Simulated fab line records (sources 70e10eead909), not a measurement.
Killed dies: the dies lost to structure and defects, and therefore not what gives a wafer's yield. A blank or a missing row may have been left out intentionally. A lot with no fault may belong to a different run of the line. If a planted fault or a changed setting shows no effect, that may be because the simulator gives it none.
Chamber matching    flow nandHarc    cmp-04 running NHARC_P_M1_CMP_23: 4 sister chambers
The step polishes, t overpolish 20 s, target thk 157.82 nm. 4 wafers are shown with their chamber, then 9 later ones without.

WAFERS WITH THEIR CHAMBER
wafer   chamber  motorCurrentA (A)
L087.3  1        11.6
L092.1  0        9.8
L092.3  2        12.6
L092.4  3        11.0

WAFERS WITHOUT THEIR CHAMBER
wafer   motorCurrentA (A)
L094.1  11.7
L094.3  9.6
L094.6  11.0
L095.3  12.0
L095.5  11.6
L095.6  12.3
L096.1  11.6
L096.2  10.5
L096.3  13.0

WHICH CHAMBER EACH WENT THROUGH
wafer   from the rows above      in truth
L094.1  1                        1
L094.3  0                        0
L094.6  3                        3
L095.3  can't be placed: 1 or 2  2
L095.5  1                        1
L095.6  can't be placed: 2 or 1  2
L096.1  1                        1
L096.2  can't be placed: 3 or 0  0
L096.3  2                        2
6 of 9 placed correctly. From these rows, 3 cannot be placed; in 3 the true chamber is one of the candidates. Wrongly placed: 0.
How it was worked out, from the rows above alone: a wafer's distance from a chamber is the root of the sum, over the readings, of the square of ((its reading less the chamber's mean) divided by the reading's scatter). If the next closest chamber is less than 2 further off than the closest, the wafer can't be placed; otherwise it belongs to the closest. The mean given for a chamber averages the wafers shown for that chamber. The scatter: root of mean squared gap, hidden wafer to nearest shown wafer, with one shown wafer a chamber.
